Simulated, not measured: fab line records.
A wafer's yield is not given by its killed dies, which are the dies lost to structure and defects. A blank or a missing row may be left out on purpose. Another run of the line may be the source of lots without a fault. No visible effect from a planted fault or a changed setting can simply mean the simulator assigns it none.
Split-lot experiment :: flow n5_finfet :: on a route of 1938 steps: 7 lots, 21 wafers read

## ON THE SPLIT
At N5_BEOL_M7_DEP_56 (deposits SiCN from 3MS/NH3, target thk 10 nm, time 17.5 s), the setting time_s was moved away from the recipe's 17.5 s on 7 of the 21 wafers read, by +5.9% to +10.7%. For the rest of the wafers, this setting stayed at what the recipe calls for.

The reading is taken at the split's own step.

## THE READING
SiCN_of_BEOL_M7_DEP_56.thk_nm (the simulator's own value, which no gauge read), in nm, at N5_BEOL_M7_DEP_56 (deposits SiCN from 3MS/NH3, target thk 10 nm, time 17.5 s). The file does not state a usual value for it. The 14 wafers here that ran the recipe average 10.1 nm, standard deviation 0.16 nm.

wafer: L077.3
tool, chamber at the split: pecvd-01, 1
time_s as run, s: 17.5
against the recipe: recipe
SiCN_of_BEOL_M7_DEP_56.thk_nm, nm: 9.8
against lot-mates on the recipe: -

wafer: L077.4
tool, chamber at the split: pecvd-01, 0,1
time_s as run, s: 18.96
against the recipe: +8.3%
SiCN_of_BEOL_M7_DEP_56.thk_nm, nm: 10.6
against lot-mates on the recipe: +0.8

wafer: L077.5
tool, chamber at the split: pecvd-01, 0,1
time_s as run, s: 18.96
against the recipe: +8.3%
SiCN_of_BEOL_M7_DEP_56.thk_nm, nm: 10.6
against lot-mates on the recipe: +0.8

wafer: L079.3
tool, chamber at the split: pecvd-01, 0
time_s as run, s: 17.5
against the recipe: recipe
SiCN_of_BEOL_M7_DEP_56.thk_nm, nm: 10
against lot-mates on the recipe: -

wafer: L079.5
tool, chamber at the split: pecvd-01, 1,0
time_s as run, s: 18.54
against the recipe: +5.9%
SiCN_of_BEOL_M7_DEP_56.thk_nm, nm: 10.6
against lot-mates on the recipe: +0.6

wafer: L079.6
tool, chamber at the split: pecvd-01, 1,0
time_s as run, s: 18.54
against the recipe: +5.9%
SiCN_of_BEOL_M7_DEP_56.thk_nm, nm: 10.6
against lot-mates on the recipe: +0.6

wafer: L082.4
tool, chamber at the split: pecvd-01, 1,2,0
time_s as run, s: 17.5
against the recipe: recipe
SiCN_of_BEOL_M7_DEP_56.thk_nm, nm: 10.2
against lot-mates on the recipe: -

wafer: L082.5
tool, chamber at the split: pecvd-01, 1,2,0
time_s as run, s: 17.5
against the recipe: recipe
SiCN_of_BEOL_M7_DEP_56.thk_nm, nm: 10.2
against lot-mates on the recipe: -

wafer: L082.6
tool, chamber at the split: pecvd-01, 1,2,0
time_s as run, s: 17.5
against the recipe: recipe
SiCN_of_BEOL_M7_DEP_56.thk_nm, nm: 10.2
against lot-mates on the recipe: -

wafer: L091.3
tool, chamber at the split: pecvd-03, 2
time_s as run, s: 17.5
against the recipe: recipe
SiCN_of_BEOL_M7_DEP_56.thk_nm, nm: 10.2
against lot-mates on the recipe: -

wafer: L091.4
tool, chamber at the split: pecvd-03, 0
time_s as run, s: 17.5
against the recipe: recipe
SiCN_of_BEOL_M7_DEP_56.thk_nm, nm: 10.4
against lot-mates on the recipe: -

wafer: L091.5
tool, chamber at the split: pecvd-03, 1
time_s as run, s: 18.72
against the recipe: +7.0%
SiCN_of_BEOL_M7_DEP_56.thk_nm, nm: 11
against lot-mates on the recipe: +0.7

wafer: L093.1
tool, chamber at the split: pecvd-01, 1,2
time_s as run, s: 17.5
against the recipe: recipe
SiCN_of_BEOL_M7_DEP_56.thk_nm, nm: 10
against lot-mates on the recipe: -

wafer: L093.2
tool, chamber at the split: pecvd-01, 1,2
time_s as run, s: 17.5
against the recipe: recipe
SiCN_of_BEOL_M7_DEP_56.thk_nm, nm: 10
against lot-mates on the recipe: -

wafer: L093.4
tool, chamber at the split: pecvd-01, 2
time_s as run, s: 17.5
against the recipe: recipe
SiCN_of_BEOL_M7_DEP_56.thk_nm, nm: 9.8
against lot-mates on the recipe: -

wafer: L095.2
tool, chamber at the split: pecvd-04, 1
time_s as run, s: 19.37
against the recipe: +10.7%
SiCN_of_BEOL_M7_DEP_56.thk_nm, nm: 10.8
against lot-mates on the recipe: +0.8

wafer: L095.5
tool, chamber at the split: pecvd-04, 2
time_s as run, s: 19.37
against the recipe: +10.7%
SiCN_of_BEOL_M7_DEP_56.thk_nm, nm: 11
against lot-mates on the recipe: +1.0

wafer: L095.6
tool, chamber at the split: pecvd-04, 1
time_s as run, s: 17.5
against the recipe: recipe
SiCN_of_BEOL_M7_DEP_56.thk_nm, nm: 10
against lot-mates on the recipe: -

wafer: L094.2
tool, chamber at the split: pecvd-01, 2
time_s as run, s: 17.5
against the recipe: recipe
SiCN_of_BEOL_M7_DEP_56.thk_nm, nm: 10
against lot-mates on the recipe: -

wafer: L094.4
tool, chamber at the split: pecvd-01, 2
time_s as run, s: 17.5
against the recipe: recipe
SiCN_of_BEOL_M7_DEP_56.thk_nm, nm: 10
against lot-mates on the recipe: -

wafer: L094.6
tool, chamber at the split: pecvd-01, 2
time_s as run, s: 17.5
against the recipe: recipe
SiCN_of_BEOL_M7_DEP_56.thk_nm, nm: 10.2
against lot-mates on the recipe: -
Rows listing several chambers each stand for several wafers; the file does not say which wafer went through which chamber.

THE FIT
A straight line over all 21 wafers: SiCN_of_BEOL_M7_DEP_56.thk_nm changes by +0.0798 nm for each +1% of time_s; r = +0.89; the points scatter about the line by 0.17 nm.
The same after taking each lot's own level away (the mean of its wafers on the recipe; 21 wafers): +0.0909 nm for each +1%; r = +0.98; scatter 0.079 nm.
The reading moves by 0.97 nm for the largest change in time_s, on that fit.
The lots' own levels span 9.80 to 10.30 nm, that is 3.1 times the standard deviation above.
Hence the slope depends on the lot-to-lot level, as the two fits are not the same.
Check: with one of the wafers moved furthest among these (+10.7%) left out of the fit, the line predicts +1.03 nm for it against its lot-mates. It came out at +0.8 nm against them.

## OTHER SPLITS APPLIED TO THESE WAFERS
These wafers also went through other splits before the reading. Each is held against what the fit with the lots' levels taken away leaves over:
other split on the same wafers: N5_BEOL_M7_EXPOSE_08 dose_mj
wafers away from the commonest value: 7
r with SiCN_of_BEOL_M7_DEP_56.thk_nm (lot level and that fit taken away): +0.32

## FILE'S OWN FIT
SiCN_of_BEOL_M7_DEP_56.thk_nm changes by +0.0924 nm for each +1% of time_s, r = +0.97.
